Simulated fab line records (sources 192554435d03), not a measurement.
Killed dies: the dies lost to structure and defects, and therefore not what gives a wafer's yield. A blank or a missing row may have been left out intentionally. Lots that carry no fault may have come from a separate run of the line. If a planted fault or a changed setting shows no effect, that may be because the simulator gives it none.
fab line records || flow n5Finfet
record {"lots": 4, "wafers": 12, "lastDay": 15}
route steps=1938 shown BEOL_M10@1516 BEOL_M11@1536 PASSIVATION@1936
lots with no fault: from the same line, run without faults
startH: hours from the record's opening day to when the first of the lot's shown wafers began || waitH: hours since the lot's step before || " unchanged from the row above || L1.1+2: one row covering several wafers at once || - either no value or no given start || * or withheld: withheld || < > ~ a bound
route shown NAME@n: a module of which the file shows steps, and the number in the route of the first || usual: average and standard deviation across the fault-free wafers || same: alike in all rows || chamber/n: place in a boat || sites: readings site by site || _std_site: standard deviation of those values || _edge_site: inner sites' mean taken away from outer sites' mean || radiusMm: for every site, how far away it sits from the centre of the wafer || mask NAME#n: copy n || behind: tool/chamber where the wafer was last shaped || hold: cause of the lot's hold/its duration in hours/its outcome || device: names the non-switching transistor (n, p or np) || end of line: the route-end tests of the same wafers || a step without rows: its recipe alone || killed: dies lost to structure and defects at the first sort, not the wafer's yield || map: dies across one wafer; x = killed, . = not, _ = none there
set.NAME: the setting the step ran with; set.NAME@STEP: the setting that earlier step ran with || model.NAME: the simulator's own value behind a step, which no gauge read
a table for each step, a row for each wafer; lots at some steps of the route
## steps
# step N5_BEOL_M10_HM_STRIP_39
# recipe {"chemistry": "peroxideTinStrip", "material": "TiN", "targetDepthA": 250, "tempC": 50, "timeS": 158}
# step N5_BEOL_M10_SRD_40
# recipe {"timeS": 30, "tempC": 23, "rinseLiquid": "diw", "dry": "ipaMarangoni"}
# step N5_BEOL_M10_PRECLEAN_42
# recipe {"chemistry": "residueRemover", "timeS": 60, "tempC": 40}
# step N5_BEOL_M10_SRD_43
# recipe {"timeS": 30, "tempC": 23, "rinseLiquid": "diw", "dry": "ipaMarangoni"}
# step N5_BEOL_M10_CURE_72
# recipe {"tempC": 370, "timeS": 120, "ambient": "DMADMS/He", "material": "SiCOH_lowk"}
# step N5_BEOL_M10_DEGAS_44
# recipe {"ambient": "vacuum", "tempC": 250, "timeS": 60}
# step N5_BEOL_M10_PRE_CLEAN_45
# recipe {"gas": "H2/He", "timeS": 30, "tempC": 250}
# step N5_BEOL_M10_ALD_74
# recipe {"material": "TaN", "targetThkA": 20, "tempC": 275, "aldPrecursorFamily": "PDMAT", "aldCoReactant": "NH3", "pressureTorr": 3, "carrierFlowSccm": 1500, "pulseTimeS": 2, "purgeTimeS": 3, "coReactantPurgeTimeS": 2, "coReactantPulseTimeS": 3, "aldCycles": 40, "precursorVesselTempC": 75, "precursorVesselPressureTorr": 26.25, "precursorVesselCarrierSccm": 1000}
# step N5_BEOL_M10_SURFACE_TREAT_76
# recipe {"gas": "Ar", "timeS": "*", "ionEnergyEv": "*", "ionCurrentMaCm2": 0.5, "pressureMtorr": "*", "arFlowSccm": 30}
# step N5_BEOL_M10_CVD_75
# recipe {"material": "Co", "targetThkA": 20, "tempC": "withheld", "precursor": "CCTBA/H2", "pressureTorr": 30, "timeS": 138.9}
# step N5_BEOL_M10_SPUTTER_48
# recipe {"material": "Cu", "targetThkA": 120, "tempC": -20, "biasV": 60, "powerW": 26000, "chamberPressurePa": 0.13, "timeS": 2}
# usual {"cathodeDcPowerW": "26000/5.1", "throttleValvePct": "29.7/1.2"}
{"lot.wafer": "L893.1", "tool": "pvdSputter-03", "chamber": "-", "startH": 270.64, "waitH": 0.1, "cathodeDcPowerW": 25997, "throttleValvePct": 31.0}
{"lot.wafer": "L893.2", "tool": "pvdSputter-03", "chamber": "-", "startH": 270.64, "waitH": 0.1, "cathodeDcPowerW": 26006, "throttleValvePct": 30.5}
{"lot.wafer": "L893.6", "tool": "pvdSputter-03", "chamber": "-", "startH": 270.64, "waitH": 0.1, "cathodeDcPowerW": 26000, "throttleValvePct": 30.7}
{"lot.wafer": "L896.2", "tool": "pvdSputter-01", "chamber": "-", "startH": 277.57, "waitH": 0.3, "cathodeDcPowerW": 25993, "throttleValvePct": 28.3}
{"lot.wafer": "L896.4", "tool": "pvdSputter-01", "chamber": "-", "startH": 277.57, "waitH": 0.3, "cathodeDcPowerW": 26006, "throttleValvePct": 29.8}
{"lot.wafer": "L896.6", "tool": "pvdSputter-01", "chamber": "-", "startH": 277.57, "waitH": 0.3, "cathodeDcPowerW": 26008, "throttleValvePct": 31.0}
{"lot.wafer": "L899.3", "tool": "pvdSputter-03", "chamber": "-", "startH": 289.16, "waitH": 0.1, "cathodeDcPowerW": 26003, "throttleValvePct": 30.1}
{"lot.wafer": "L899.4", "tool": "pvdSputter-03", "chamber": "-", "startH": 289.16, "waitH": 0.1, "cathodeDcPowerW": 26002, "throttleValvePct": 30.7}
{"lot.wafer": "L899.5", "tool": "pvdSputter-03", "chamber": "-", "startH": 289.16, "waitH": 0.1, "cathodeDcPowerW": 25990, "throttleValvePct": 28.0}
{"lot.wafer": "L897.2", "tool": "pvdSputter-03", "chamber": "-", "startH": 294.44, "waitH": 0.3, "cathodeDcPowerW": 26004, "throttleValvePct": 27.9}
{"lot.wafer": "L897.5", "tool": "pvdSputter-03", "chamber": "-", "startH": 294.44, "waitH": 0.3, "cathodeDcPowerW": 25995, "throttleValvePct": 30.7}
{"lot.wafer": "L897.6", "tool": "pvdSputter-03", "chamber": "-", "startH": 294.44, "waitH": 0.3, "cathodeDcPowerW": 26003, "throttleValvePct": 30.4}
# step N5_BEOL_M10_ECD_50
# recipe {"material": "Cu", "targetThkA": 3180}
# step N5_BEOL_M10_ANNEAL_51
# recipe {"tempC": 225, "timeS": 90, "ambient": "N2"}
# step N5_BEOL_M10_CMP_52
# recipe {"stopOn": "SiCOH_lowk", "tOverpolishS": 7, "downForcePsi": 1, "platenRpm": 50, "clearingPlatenDownForcePsi": 1.5, "clearingPlatenRpm": 50, "postCmpClean": "cuAlkaline", "targetThkNm": 140, "clearingPlatenPadVelocityMS": 0.99484, "padVelocityMS": 0.99484}
# step N5_BEOL_M10_PRE_CLEAN_55
# recipe {"gas": "NH3", "timeS": 15, "tempC": "withheld", "rfPowerW": 300}
# step N5_BEOL_M10_DEP_56
# recipe {"material": "SiCN", "targetThkA": 150, "tempC": "withheld", "precursor": "3MS/NH3", "pressureTorr": 3, "rfW": 202, "timeS": 26.5}
# step N5_BEOL_M11_ILD_DEP_00
# recipe {"material": "SiCOH_lowk", "targetThkA": 3085.1, "tempC": 300, "precursor": "DEMS/porogen", "pressureTorr": 5, "rfW": 500, "timeS": 58}
# step N5_BEOL_M11_CURE_71
# recipe {"tempC": 385, "timeS": 240, "ambient": "He/Ar", "material": "SiCOH_lowk"}
# step N5_BEOL_M11_PECVD_70
# recipe {"material": "SiO2", "targetThkA": 200, "tempC": 400, "precursor": "TEOS/O2", "pressureTorr": 5.5, "rfW": 450, "teosFlowSccm": 53.8, "gas": "O2", "flowSccm": 3000, "timeS": 22.7}
# step N5_BEOL_M11_HM_DEP_02
# recipe {"material": "TiN", "targetThkA": 200, "tempC": 25, "chamberPressurePa": 0.49996}
# step N5_BEOL_M11_COAT_59
# recipe {"resist": "SOC", "tempC": 250, "timeS": 60, "spinRpm": 1500, "resistThkNm": 100}
# step N5_BEOL_M11_COAT_60
# recipe {"resist": "SiARC", "tempC": 220, "timeS": 60, "spinRpm": 1500, "resistThkNm": 30}
# step N5_BEOL_M11_COAT_05
# recipe {"resist": "CAR-ArF", "spinRpm": 1500, "resistThkNm": 90}
# step N5_BEOL_M11_EBR_07
# recipe {"solvent": "PGMEA", "ebrWidthMm": 1.5}
# step N5_BEOL_M11_SOFTBAKE_06
# recipe {"tempC": 110, "timeS": 60, "resist": "CAR-ArF"}
# step N5_BEOL_M11_EXPOSE_08
# recipe {"maskId": "M11", "na": 1.35, "sourceShape": "dipole", "sigmaInner": 0.411, "sigmaOuter": 0.611, "polarization": "te", "doseMj": 53.75}
# step N5_BEOL_M11_PEB_09
# recipe {"pebTempC": "withheld", "pebTimeS": 60, "resist": "CAR-ArF"}
# step N5_BEOL_M11_DEVELOP_10
# recipe {"developTimeS": 30, "developer": "TMAH", "resist": "CAR-ArF", "rinseLiquid": "diw", "dry": "airSpin", "devTempC": 23}
# step N5_BEOL_M11_DESCUM_16
# recipe {"chemistry": "O2", "timeS": 7.9, "sourcePowerW": 50, "biasPowerW": 20, "pressureMtorr": 20, "rfFrequencyHz": 2.712e+07, "tempC": 40, "resist": "CAR-ArF", "o2FlowSccm": 225}
# step N5_BEOL_M11_ETCH_61
# recipe {"chemistry": "CF4", "target": "SiARC", "targetDepthA": 390, "maskMaterial": "CAR-ArF", "timeS": 65, "ionEnergyEv": 80, "pressureMtorr": 40, "sourceW": 545, "biasW": 36, "Ar_flow_sccm": 100, "cf4FlowSccm": 100, "ends": "cleared"}
# step N5_BEOL_M11_ETCH_62
# recipe {"chemistry": "N2/H2", "target": "SOC", "targetDepthA": 1100, "overetchA": 220, "maskMaterial": "SiARC", "tempC": 40, "timeS": 165, "ionEnergyEv": 200, "pressureMtorr": 30, "sourceW": 840, "biasW": 150, "n2FlowSccm": 200, "h2FlowSccm": 200}
# step N5_BEOL_M11_STRIP_68
# recipe {"chemistry": "N2/H2", "tempC": 40, "n2FlowSccm": 200, "h2FlowSccm": 200, "rfFrequencyHz": 6e+07}
# step N5_BEOL_M11_STRIP_67
# recipe {"chemistry": "CF4", "resist": "SiARC", "powerW": 300, "biasPowerW": 75, "pressureMtorr": 50, "cf4FlowSccm": 150, "rfFrequencyHz": 6e+07}
# step N5_PASSIVATION_PROBE_49
# usual {"defectLimitedYield": "91.0/1.5", "killed_at_M0_to_M3": "33/9.4", "killed_at_M4_up": "14/4.8", "killedAtContacts": "13/7.3", "killedAtFrontEnd": "43/13", "killedAtOther": "3.6/2.9", "killedDies": "106/18", "killedOpen": "69/13", "killedShort": "35/8.2", "sort_bin_5_function": "5.3/1", "sort_bin_6_memory": "3.3/0.68", "sort_bin_8_speed": "0.01/0.027", "sortNPass": "1074/18", "sortYieldPct": "91.0/1.5"}
# same {"grossDies": 1180, "killedAtBackSide": 0, "sort_bin_4_leakage[%]": 0}
{"lot.wafer": "L893.1", "tool": "prober-01", "chamber": "-", "startH": 317.03, "waitH": 0.0, "defectLimitedYield[%]": 92.8, "killed_at_M0_to_M3": 20, "killed_at_M4_up": 16, "killedAtContacts": 2, "killedAtFrontEnd": 46, "killedAtOther": 1, "killedDies": 85, "killedOpen": 49, "killedShort": 27, "sort_bin_5_function[%]": 3.6, "sort_bin_6_memory[%]": 2.6, "sort_bin_8_speed[%]": 0, "sortNPass": 1095, "sortYieldPct[%]": 92.8}
{"lot.wafer": "L893.2", "tool": "prober-01", "chamber": "-", "startH": 317.08, "waitH": 0.1, "defectLimitedYield[%]": 93.1, "killed_at_M0_to_M3": 24, "killed_at_M4_up": 10, "killedAtContacts": 4, "killedAtFrontEnd": 39, "killedAtOther": 4, "killedDies": 81, "killedOpen": 41, "killedShort": 34, "sort_bin_5_function[%]": 3.8, "sort_bin_6_memory[%]": 2.4, "sort_bin_8_speed[%]": 0, "sortNPass": 1099, "sortYieldPct[%]": 93.1}
{"lot.wafer": "L893.6", "tool": "prober-01", "chamber": "-", "startH": 317.28, "waitH": 0.3, "defectLimitedYield[%]": 91.6, "killed_at_M0_to_M3": 46, "killed_at_M4_up": 11, "killedAtContacts": 2, "killedAtFrontEnd": 36, "killedAtOther": 4, "killedDies": 99, "killedOpen": 69, "killedShort": 26, "sort_bin_5_function[%]": 4.3, "sort_bin_6_memory[%]": 3.6, "sort_bin_8_speed[%]": 0, "sortNPass": 1081, "sortYieldPct[%]": 91.6}
{"lot.wafer": "L899.3", "tool": "prober-02", "chamber": "-", "startH": 345.18, "waitH": 0.1, "defectLimitedYield[%]": 82.6, "killed_at_M0_to_M3": 32, "killed_at_M4_up": 102, "killedAtContacts": 5, "killedAtFrontEnd": 62, "killedAtOther": 4, "killedDies": 205, "killedOpen": 72, "killedShort": 35, "sort_bin_5_function[%]": 10.4, "sort_bin_6_memory[%]": 5.3, "sort_bin_8_speed[%]": 0, "sortNPass": 975, "sortYieldPct[%]": 82.6}
{"lot.wafer": "L899.4", "tool": "prober-02", "chamber": "-", "startH": 345.23, "waitH": 0.2, "defectLimitedYield[%]": 85.4, "killed_at_M0_to_M3": 37, "killed_at_M4_up": 108, "killedAtContacts": 1, "killedAtFrontEnd": 25, "killedAtOther": 1, "killedDies": 172, "killedOpen": 47, "killedShort": 30, "sort_bin_5_function[%]": 9.7, "sort_bin_6_memory[%]": 3.4, "sort_bin_8_speed[%]": 0, "sortNPass": 1008, "sortYieldPct[%]": 85.4}
{"lot.wafer": "L899.5", "tool": "prober-02", "chamber": "-", "startH": 345.28, "waitH": 0.2, "defectLimitedYield[%]": 87.3, "killed_at_M0_to_M3": 42, "killed_at_M4_up": 64, "killedAtContacts": 6, "killedAtFrontEnd": 32, "killedAtOther": 6, "killedDies": 150, "killedOpen": 58, "killedShort": 35, "sort_bin_5_function[%]": 8.3, "sort_bin_6_memory[%]": 3.2, "sort_bin_8_speed[%]": 0.08, "sortNPass": 1030, "sortYieldPct[%]": 87.3}
{"lot.wafer": "L897.2", "tool": "prober-01", "chamber": "-", "startH": 350.94, "waitH": 0.1, "defectLimitedYield[%]": 87.5, "killed_at_M0_to_M3": 26, "killed_at_M4_up": 69, "killedAtContacts": 11, "killedAtFrontEnd": 40, "killedAtOther": 2, "killedDies": 148, "killedOpen": 57, "killedShort": 26, "sort_bin_5_function[%]": 6.9, "sort_bin_6_memory[%]": 3.8, "sort_bin_8_speed[%]": 0.17, "sortNPass": 1030, "sortYieldPct[%]": 87.3}
{"lot.wafer": "L897.5", "tool": "prober-01", "chamber": "-", "startH": 351.09, "waitH": 0.2, "defectLimitedYield[%]": 83.6, "killed_at_M0_to_M3": 32, "killed_at_M4_up": 111, "killedAtContacts": 13, "killedAtFrontEnd": 37, "killedAtOther": 0, "killedDies": 193, "killedOpen": 66, "killedShort": 35, "sort_bin_5_function[%]": 11.2, "sort_bin_6_memory[%]": 4.2, "sort_bin_8_speed[%]": 0, "sortNPass": 987, "sortYieldPct[%]": 83.6}
{"lot.wafer": "L897.6", "tool": "prober-01", "chamber": "-", "startH": 351.14, "waitH": 0.3, "defectLimitedYield[%]": 81.5, "killed_at_M0_to_M3": 40, "killed_at_M4_up": 108, "killedAtContacts": 23, "killedAtFrontEnd": 46, "killedAtOther": 1, "killedDies": 218, "killedOpen": 78, "killedShort": 41, "sort_bin_5_function[%]": 12.1, "sort_bin_6_memory[%]": 4.7, "sort_bin_8_speed[%]": 0, "sortNPass": 962, "sortYieldPct[%]": 81.5}
# killed by level:class
L893.1 FIN_SAQP:geometricParticle:open=9 HKMG_FIN:areaEtch=9 GATE_CUT:geometricParticle:open=6 BEOL_M0_SAQP:geometricParticle:short=5 BEOL_M4:geometricParticle:open=5 ILD0:geometricParticle:short=4 GATE_CUT:geometricParticle:short=4 BEOL_M0_SAQP:geometricParticle:open=4
L893.2 BEOL_M0_SAQP:geometricParticle:short=8 HKMG_FIN:areaEtch=6 FIN_SAQP:geometricParticle:short=5 GATE_CUT:geometricParticle:short=5 FIN_SAQP:geometricParticle:open=4 STI_FIN_REVEAL:geometricParticle:open=4 BEOL_M4:geometricParticle:open=4 DUMMY_GATE:geometricParticle:open=4
L893.6 BEOL_M1:geometricParticle:open=18 BEOL_M3:geometricParticle:open=9 FIN_SAQP:geometricParticle:open=8 BEOL_M4:geometricParticle:open=7 BEOL_M2:geometricParticle:open=6 BEOL_M0_SAQP:geometricParticle:open=5 FIN_SAQP:geometricParticle:short=4 GATE_CUT:geometricParticle:open=4
L899.3 BEOL_M10:unspecified=95 FIN_SAQP:geometricParticle:open=20 FIN_SAQP:geometricParticle:short=12 BEOL_M0_SAQP:geometricParticle:open=11 BEOL_M2:geometricParticle:open=6 STI_FIN_REVEAL:geometricParticle:open=5 MOL_CONTACT_COAG:geometricParticle:open=5 GATE_CUT:geometricParticle:short=5
L899.4 BEOL_M10:unspecified=94 BEOL_M0_SAQP:geometricParticle:short=10 BEOL_M0_SAQP:geometricParticle:open=8 FIN_SAQP:geometricParticle:open=7 BEOL_M4:geometricParticle:open=7 BEOL_M1:geometricParticle:open=4 FIN_SAQP:geometricParticle:short=3 STI_FIN_REVEAL:geometricParticle:open=3
L899.5 BEOL_M10:unspecified=54 FIN_SAQP:geometricParticle:open=8 BEOL_M2:geometricParticle:open=8 BEOL_M0_SAQP:geometricParticle:open=6 BEOL_M0_SAQP:geometricParticle:short=6 BEOL_M0:geometricParticle:open=6 BEOL_M1:geometricParticle:short=5 FIN_SAQP:geometricParticle:short=4
L897.2 BEOL_M10:unspecified=60 FIN_SAQP:geometricParticle:open=10 MOL_CONTACT_COAG:geometricParticle:open=10 FIN_SAQP:geometricParticle:short=7 BEOL_M2:geometricParticle:open=7 STI_FIN_REVEAL:geometricParticle:open=5 GATE_CUT:geometricParticle:short=4 BEOL_M0_SAQP:geometricParticle:open=4
L897.5 BEOL_M10:unspecified=91 MOL_CONTACT_COAG:geometricParticle:open=11 FIN_SAQP:geometricParticle:short=9 BEOL_M2:geometricParticle:open=7 DUMMY_GATE:geometricParticle:open=6 BEOL_M1:geometricParticle:open=6 STI_FIN_REVEAL:geometricParticle:open=5 BEOL_M3:geometricParticle:open=5
L897.6 BEOL_M10:unspecified=97 BEOL_M2:geometricParticle:open=17 MOL_CONTACT_COAG:geometricParticle:open=17 STI_FIN_REVEAL:geometricParticle:open=16 FIN_SAQP:geometricParticle:short=10 BEOL_M0_SAQP:geometricParticle:short=7 MOL_CONTACT_COAG:geometricParticle:short=6 BEOL_M0_SAQP:geometricParticle:open=6
# map L897.6 (x killed, . not)
_________________............________________
______________.........x...x..x._____________
___________....x.......x...........__________
__________.........................x_________
________...........xx....x...xx..x...._______
_______..................x..x..x......x______
______......xx....x..x......x.x..xxx...._____
_____.........x...x......x...............____
____.....x..........x....x.x.......xx...x.___
___x....................x........x.........__
___...x.......x.x..x......xxx.x........x...__
__...........xx..........................x.._
__.....x.....x...............x.....x........_
_.......x.....x...x..........x.x.............
_....x.........x.........x..x..xx..........x.
_....x...........................x...........
_.x............x...x.....x...xx..x.x....x...x
_......x......x...........x..xxx.x.xx........
_.x......x..x.......x......xxxxxxxxxx..x.....
_.....x.....x.............x.xxxxxxx.xx......x
_......x...............x...xxxxxxxxxxxx......
__...x..x...............xxxxxxxxxxxxx.x....._
__........................x.xxxxxxxxx..x...._
___.x.....x.......xx..x.....xxxxxxxxx.x....__
___...........xxx........x.xxxxxxxxxx.xx...__
____..................x.....x...xxx..xx...___
_____........................x.x.xx.x...x____
______..................x.......x......x_____
_______............x......x.xx.......x.______
________.....x.x...........x...x....x._______
__________........x.x..............x_________
___________...............x........__________
______________.................._____________
_________________x...........________________
# map L899.3 (x killed, . not)
_________________x...........________________
______________.x................_____________
___________....x.........xx...x....__________
__________.....x.x............x....._________
________...................xx......x.._______
_______.......x.............x..........______
______.............x...xx.x..x..xx.x...._____
_____.......x...x.............x..x.......____
____................x.....x...............___
___.........x............xx..........x.....__
___...........................x......x.....__
__.........................................x_
__..............................x..........._
_......x............x........................
_................x...........................
_x.x......x...............x.xx...............
_........xx.x..............x......x.xx.......
_...x..x....x............x...xxxxxxx.xx......
_...x.................x..xxxxxxxxxx.......xxx
_.x.x..x.................x..xxxxxx.xxxx...x..
_x.x........x..x.x.x......xxxxxxxxxx.xx.x....
__............x..........xxxxxxxxxxxxx......_
__...............x.......x.xxxxxxxxxxx...x.._
___...x..................x.xxxxxxxxx.x.....__
___..................x....x.x.xxxxx..x.x...__
____....x.x.......x........xxx.xxxx.xx....___
_____.......................x...x..x.x..x____
______.....x..x.x.......x...x........x.._____
_______.x.....x..xx....................______
________...x.................x...x...._______
__________.......x...........x......_________
___________...x....xx.....xx.....x.__________
______________..........x..x.x.._____________
_________________............________________
## key
firstSign {"step": "N5_PASSIVATION_PROBE_49", "reading": "killed_at_M4_up", "direction": "up", "sigmas": 17, "usual": 14, "struck": 94}
effect {"step": "N5_PASSIVATION_PROBE_49", "reading": "killedDies", "direction": "up", "sigmas": 4.1, "usual": 106, "struck": 181}
moreKillsBornAt {"N5_BEOL_M10_SPUTTER_48@pvdSputter-03": 491}
metAt N5_BEOL_M10_SPUTTER_48
struckWafers L897.2,L897.5,L897.6,L899.3,L899.4,L899.5
onsetBetween 270.64 289.16
alsoFits time
fault {"kind": "chamberParticleSource", "tool": "pvdSputter-03", "chamber": "-", "onsetH": 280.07, "steps": "N5_BEOL_M10_SPUTTER_48", "ratePerVisitCm2": 0.40144, "endH": 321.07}
